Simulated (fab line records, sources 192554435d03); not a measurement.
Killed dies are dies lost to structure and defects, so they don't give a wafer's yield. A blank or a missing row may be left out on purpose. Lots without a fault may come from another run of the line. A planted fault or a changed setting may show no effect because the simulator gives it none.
Chamber matching | flow n5_finfet | N5_BEOL_M1_PECVD_72 on pecvd-04: 3 sister chambers
The step deposits SiO2 from TEOS/O2, target thk 16 nm, time 18 s. 6 wafers are shown with their chamber, then 11 later ones without.

WAFERS WITH THEIR CHAMBER
wafer  | chamber | showerhead_plenum_p_Torr (Torr) | throttle_valve_pct (%)
L083.2 | 0       | 8.79                            | 21.7
L083.6 | 0       | 8.80                            | 22.0
L086.1 | 2       | 8.77                            | 21.9
L086.3 | 1       | 8.93                            | 23.6
L086.5 | 2       | 8.79                            | 21.7
L087.1 | 1       | 8.92                            | 23.7

WAFERS WITHOUT THEIR CHAMBER
wafer  | showerhead_plenum_p_Torr (Torr) | throttle_valve_pct (%)
L087.5 | 8.89                            | 24.1
L087.6 | 8.78                            | 21.9
L089.1 | 8.78                            | 22.1
L089.4 | 8.91                            | 23.7
L089.5 | 8.77                            | 22.1
L091.2 | 8.92                            | 23.6
L091.3 | 8.78                            | 21.9
L091.6 | 8.80                            | 21.9
L096.2 | 8.88                            | 23.8
L096.4 | 8.81                            | 21.8
L096.6 | 8.93                            | 23.7

WHICH CHAMBER EACH WENT THROUGH
wafer  | from the rows above     | in truth
L087.5 | 1                       | 1
L087.6 | can't be placed: 2 or 0 | 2
L089.1 | can't be placed: 2 or 0 | 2
L089.4 | 1                       | 1
L089.5 | can't be placed: 2 or 0 | 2
L091.2 | 1                       | 1
L091.3 | can't be placed: 2 or 0 | 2
L091.6 | can't be placed: 0 or 2 | 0
L096.2 | 1                       | 1
L096.4 | can't be placed: 0 or 2 | 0
L096.6 | 1                       | 1
Placed correctly: 5 of 11. Can't be placed from these rows: 6 (the true chamber is among the candidates in 6). Placed wrongly: 0.
How it was worked out, from the rows above alone: a wafer's distance from a chamber is the root of the sum, over the readings, of the square of ((its reading less the chamber's mean) divided by the reading's scatter). The wafer belongs to the nearest chamber; if the next one is less than 2 further off, it can't be placed. A chamber's mean is the mean of its shown wafers. The scatter: the root of (the sum of the squares of (reading less its chamber's mean) over the shown wafers, divided by (wafers less chambers)).
